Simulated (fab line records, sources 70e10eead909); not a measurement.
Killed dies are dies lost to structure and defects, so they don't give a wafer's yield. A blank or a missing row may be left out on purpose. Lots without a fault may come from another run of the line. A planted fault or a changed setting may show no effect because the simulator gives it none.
Which tool did it? | flow nand_harc | 14 lots, 42 wafers sampled, at 4 steps of a route of 1302

WHAT THE GAUGES READ, wafer by wafer
The record holds no reading of a measuring or inspecting step that can be judged against a usual standard deviation.

WHICH TOOL RAN EACH LOT (tool, then ch and the chambers of the sampled wafers, then the start)
lot  | NHARC_A_M1_DESCUM_14               | NHARC_A_M1_ETCH_15                            | NHARC_A_M1_ETCH_28                 | NHARC_A_M1_ANNEAL_31
L712 | rie_diel-12 ch 0,2, day 23 17:34   | rie_diel-12 ch 0,1,3, day 23 18:15 or earlier | rie_diel-05 ch 2,3, day 23 18:15   | rtp_anneal-01 ch 0, day 23 19:29
L714 | rie_diel-05 ch 2,3, day 23 20:43   | rie_diel-05 ch 0,1,2, day 23 21:19 or earlier | rie_diel-12 ch 1,3, day 23 21:19   | rtp_anneal-01 ch 0, day 23 22:30
L713 | rie_diel-05 ch 0,1,3, day 24 01:38 | rie_diel-05 ch 0,1,2, day 24 02:16 or earlier | rie_diel-10 ch 0,2,3, day 24 02:16 | rtp_anneal-01 ch 0, day 24 03:23
L716 | rie_diel-10 ch 0,2, day 25 00:45   | rie_diel-10 ch 0,1,2, day 25 01:23 or earlier | rie_diel-12 ch 0,1, day 25 01:23   | rtp_anneal-01 ch 0, day 25 02:31
L717 | rie_diel-12 ch 0,3, day 26 02:53   | rie_diel-12 ch 0,1, day 26 03:30 or earlier   | rie_diel-12 ch 0,1,2, day 26 03:30 | rtp_anneal-01 ch 0, day 26 04:38
L719 | rie_diel-12 ch 0,1, day 26 04:55   | rie_diel-12 ch 1,3, day 26 05:35 or earlier   | rie_diel-05 ch 0,3, day 26 05:35   | rtp_anneal-01 ch 0, day 26 06:45
L718 | rie_diel-12 ch 0,2, day 26 18:10   | rie_diel-12 ch 2,3, day 26 18:46 or earlier   | rie_diel-05 ch 0,2, day 26 18:46   | rtp_anneal-01 ch 0, day 26 19:55
L720 | rie_diel-12 ch 1,2,3, day 26 19:44 | rie_diel-12 ch 0,1,2, day 26 20:22 or earlier | rie_diel-05 ch 0,1,3, day 26 20:22 | rtp_anneal-02 ch 0, day 26 21:34
L722 | rie_diel-10 ch 0,1,2, day 26 21:56 | rie_diel-10 ch 1,2,3, day 26 22:34 or earlier | rie_diel-05 ch 0,2,3, day 26 22:34 | rtp_anneal-02 ch 0, day 26 23:47
L726 | rie_diel-12 ch 0,2,3, day 28 17:56 | rie_diel-12 ch 0,3, day 28 18:33 or earlier   | rie_diel-10 ch 0,1,3, day 28 18:33 | rtp_anneal-02 ch 0, day 28 19:46
L729 | rie_diel-12 ch 0,1,2, day 30 15:01 | rie_diel-12 ch 0,1,3, day 30 15:38 or earlier | rie_diel-05 ch 0,1,2, day 30 15:38 | rtp_anneal-01 ch 0, day 30 16:49
L730 | rie_diel-12 ch 1,2,3, day 30 16:22 | rie_diel-12 ch 0,1,2, day 30 17:00 or earlier | rie_diel-05 ch 1,2, day 30 17:00   | rtp_anneal-02 ch 0, day 30 18:11
L734 | rie_diel-10 ch 0,2,3, day 31 18:10 | rie_diel-10 ch 0,2,3, day 31 18:47 or earlier | rie_diel-10 ch 0,2,3, day 31 18:47 | rtp_anneal-01 ch 0, day 31 20:04
L733 | rie_diel-05 ch 0,3, day 31 20:29   | rie_diel-05 ch 1,2, day 31 21:10 or earlier   | rie_diel-10 ch 1,3, day 31 21:10   | rtp_anneal-01 ch 0, day 31 22:18
- NHARC_A_M1_DESCUM_14: chemistry O2, time 3 s.
- NHARC_A_M1_ETCH_15: etches the open film in C4F8/Ar, target depth 182.5 nm, time 91.2 s.
- NHARC_A_M1_ETCH_28: etches the open film in CF4/N2, target depth 30 nm, time 72.99 s.
- NHARC_A_M1_ANNEAL_31: time 90 s.

WHAT THE TOOLS THEMSELVES READ (means of the sampled wafers that have a number; where no wafer has one, the mark that the record gives instead)
NHARC_A_M1_DESCUM_14.
lot  | tool        | drypump_motor_current_A (A) | oes_product_au (a.u.) | rf_vpp_V (V) | showerhead_plenum_p_Torr (Torr) | throttle_valve_pct (%)
L712 | rie_diel-12 | 5.95                        | 0.999                 | 58.0         | 1.91                            | 11.301
L714 | rie_diel-05 | 5.70                        | 1.005                 | 57.5         | 1.91                            | 11.316
L713 | rie_diel-05 | 6.08                        | 0.999                 | 58.0         | 1.97                            | 11.306
L716 | rie_diel-10 | 5.99                        | 1.006                 | 57.9         | 1.81                            | 11.306
L717 | rie_diel-12 | 5.84                        | 1.002                 | 57.4         | 1.89                            | 11.304
L719 | rie_diel-12 | 5.84                        | 0.995                 | 58.1         | 1.97                            | 11.303
L718 | rie_diel-12 | 5.89                        | 1.009                 | 58.4         | 1.95                            | 11.323
L720 | rie_diel-12 | 5.74                        | 0.996                 | 58.1         | 1.99                            | 11.318
L722 | rie_diel-10 | 6.11                        | 0.994                 | 56.6         | 1.81                            | 11.312
L726 | rie_diel-12 | 5.81                        | 0.998                 | 57.4         | 1.93                            | 11.308
L729 | rie_diel-12 | 5.91                        | 0.990                 | 58.5         | 1.96                            | 11.315
L730 | rie_diel-12 | 5.73                        | 1.012                 | 58.1         | 1.99                            | 11.305
L734 | rie_diel-10 | 5.95                        | 1.005                 | 56.7         | 1.81                            | 11.297
L733 | rie_diel-05 | 6.22                        | 1.015                 | 57.4         | 1.95                            | 11.316

NHARC_A_M1_ETCH_15.
lot  | tool        | bias_w (W) | oes_product_au (a.u.) | rf_vpp_V (V)
L712 | rie_diel-12 | 299.5      | 0.958                 | 441.4
L714 | rie_diel-05 | 300.1      | 0.965                 | 442.5
L713 | rie_diel-05 | 300.2      | 0.965                 | 442.0
L716 | rie_diel-10 | 300.0      | 0.928                 | 438.0
L717 | rie_diel-12 | 299.6      | 0.921                 | 443.7
L719 | rie_diel-12 | 300.1      | 0.923                 | 443.5
L718 | rie_diel-12 | 300.4      | 0.974                 | 442.0
L720 | rie_diel-12 | 299.9      | 0.971                 | 441.8
L722 | rie_diel-10 | 299.1      | 0.967                 | 437.0
L726 | rie_diel-12 | 300.4      | 0.958                 | 439.9
L729 | rie_diel-12 | 299.5      | 0.948                 | 441.8
L730 | rie_diel-12 | 300.4      | 0.921                 | 442.2
L734 | rie_diel-10 | 300.2      | 0.974                 | 437.7
L733 | rie_diel-05 | 300.3      | 0.933                 | 442.6

NHARC_A_M1_ETCH_28.
lot  | tool        | bias_w (W) | drypump_motor_current_A (A) | n2_flow_sccm (sccm) | oes_product_au (a.u.) | rf_vpp_V (V) | showerhead_plenum_p_Torr (Torr) | throttle_valve_pct (%)
L712 | rie_diel-05 | 100.0      | 6.1                         | 100.08              | 1.004                 | 315.4        | 2.65                            | 19.792
L714 | rie_diel-12 | 100.0      | 5.7                         | 99.88               | 0.992                 | 315.7        | 2.74                            | 19.789
L713 | rie_diel-10 | 100.2      | 6.0                         | 100.15              | 1.002                 | 312.2        | 2.49                            | 19.796
L716 | rie_diel-12 | 100.1      | 5.9                         | 100.24              | 0.985                 | 314.3        | 2.63                            | 19.793
L717 | rie_diel-12 | 100.1      | 5.9                         | 100.02              | 1.001                 | 315.1        | 2.69                            | 19.802
L719 | rie_diel-05 | 100.4      | 6.3                         | 100.28              | 1.020                 | 315.7        | 2.67                            | 19.788
L718 | rie_diel-05 | 100.1      | 5.6                         | 99.70               | 1.019                 | 314.4        | 2.63                            | 19.791
L720 | rie_diel-05 | 100.2      | 6.1                         | 99.99               | 1.018                 | 314.7        | 2.69                            | 19.792
L722 | rie_diel-05 | 99.8       | 5.9                         | 100.23              | 1.019                 | 315.0        | 2.65                            | 19.791
L726 | rie_diel-10 | 100.0      | 6.1                         | 100.02              | 0.993                 | 312.4        | 2.49                            | 19.794
L729 | rie_diel-05 | 100.0      | 5.8                         | 99.87               | 0.810                 | 314.1        | 2.67                            | 19.797
L730 | rie_diel-05 | 99.7       | 5.7                         | 99.68               | 0.812                 | 314.0        | 2.69                            | 19.788
L734 | rie_diel-10 | 100.0      | 6.0                         | 99.94               | 1.006                 | 312.0        | 2.49                            | 19.803
L733 | rie_diel-10 | 99.8       | 6.3                         | 99.71               | 0.990                 | 311.5        | 2.44                            | 19.793

NHARC_A_M1_ANNEAL_31.
lot  | tool          | wafer_temp_C_max
L712 | rtp_anneal-01 | 225.89
L714 | rtp_anneal-01 | 226.07
L713 | rtp_anneal-01 | 226.01
L716 | rtp_anneal-01 | 226.09
L717 | rtp_anneal-01 | 225.87
L719 | rtp_anneal-01 | 225.89
L718 | rtp_anneal-01 | 225.75
L720 | rtp_anneal-02 | 225.60
L722 | rtp_anneal-02 | 225.60
L726 | rtp_anneal-02 | 225.63
L729 | rtp_anneal-01 | 225.95
L730 | rtp_anneal-02 | 225.56
L734 | rtp_anneal-01 | 226.14
L733 | rtp_anneal-01 | 226.08

THE ANSWER, worked out from the rows above alone
Rule: what is usual is taken from the lots themselves. Put in order of their means at a reading, lots are off if they are a third of the lots or fewer, leave a main group of 4 or more, and stand apart from it by a gap of 3 or more times the standard deviation of the main group's means; of several such gaps the widest counts. A main group whose means are all the same, to the digits that the tables above print for the reading, isn't used. A lot without any number at a reading at which 4 lots or more have one is off too. The other lots that the step has rows for count as sound. The gauges are gone through in route order, then the tools' own readings, and for those a lot's mean is taken as printed above. The first step at which some lot is off is used, and at that step the reading that is off furthest; a lot without a number counts as furthest.
Off: L729, L730, at NHARC_A_M1_ETCH_28 (oes_product_au). The main group: mean 1.004 a.u., standard deviation 0.012.
A tool fits if, at that step or a process step before it, it ran every lot that is off, and no sound lot after the first of them. NHARC_A_M1_ETCH_15 gives no start for some lots, so the hours and the order of its lots are those of NHARC_A_M1_ETCH_28. Can't be told from this: 2 tools fit, rie_diel-12 at NHARC_A_M1_DESCUM_14 and NHARC_A_M1_ETCH_15, rie_diel-05 at NHARC_A_M1_ETCH_28.

WHAT THE SIMULATOR HAD PUT IN
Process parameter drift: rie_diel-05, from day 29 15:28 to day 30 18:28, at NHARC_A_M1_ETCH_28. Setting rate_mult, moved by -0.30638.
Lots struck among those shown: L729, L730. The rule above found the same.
